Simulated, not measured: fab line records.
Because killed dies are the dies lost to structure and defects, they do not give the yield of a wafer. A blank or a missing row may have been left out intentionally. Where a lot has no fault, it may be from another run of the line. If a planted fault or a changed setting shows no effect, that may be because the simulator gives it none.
Chamber matching :: flow n5_finfet :: 4 sister chambers for N5_BEOL_M7_ETCH_66 on rie_diel-02
The step etches SOC in N2/H2, target depth 80 nm, overetch 16 nm, time 120 s. 4 wafers are shown with their chamber, then 8 later ones without.

== WAFERS WITH THEIR CHAMBER ==
wafer: L079.6
chamber: 1
showerhead_plenum_p_Torr (Torr): 2.49

wafer: L088.2
chamber: 3
showerhead_plenum_p_Torr (Torr): 2.49

wafer: L088.5
chamber: 0
showerhead_plenum_p_Torr (Torr): 2.60

wafer: L087.1
chamber: 2
showerhead_plenum_p_Torr (Torr): 2.53

== WAFERS MISSING THEIR CHAMBER ==
wafer: L087.5
showerhead_plenum_p_Torr (Torr): 2.53

wafer: L087.6
showerhead_plenum_p_Torr (Torr): 2.48

wafer: L094.1
showerhead_plenum_p_Torr (Torr): 2.49

wafer: L094.2
showerhead_plenum_p_Torr (Torr): 2.48

wafer: L094.3
showerhead_plenum_p_Torr (Torr): 2.60

wafer: L097.1
showerhead_plenum_p_Torr (Torr): 2.47

wafer: L097.3
showerhead_plenum_p_Torr (Torr): 2.59

wafer: L097.5
showerhead_plenum_p_Torr (Torr): 2.59

== WHICH CHAMBER EACH ONE RAN IN ==
wafer: L087.5
from the rows above: 2
in truth: 2

wafer: L087.6
from the rows above: can't be placed: 1 or 3
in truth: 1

wafer: L094.1
from the rows above: can't be placed: 1 or 3
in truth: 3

wafer: L094.2
from the rows above: can't be placed: 1 or 3
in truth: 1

wafer: L094.3
from the rows above: 0
in truth: 0

wafer: L097.1
from the rows above: can't be placed: 1 or 3
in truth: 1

wafer: L097.3
from the rows above: 0
in truth: 0

wafer: L097.5
from the rows above: 0
in truth: 0
4 of 8 placed correctly. Can't be placed from these rows: 4 (the true chamber is among the candidates in 4). Wrongly placed: 0.
How it was worked out, from the rows above alone: a wafer's distance from a chamber is the root of the sum, over the readings, of the square of ((its reading less the chamber's mean) divided by the reading's scatter). If the next closest chamber is less than 2 further off than the closest, the wafer can't be placed; otherwise it belongs to the closest. A chamber's mean is the mean of its shown wafers. The scatter: root of mean squared gap, hidden wafer to nearest shown wafer, with one shown wafer a chamber.
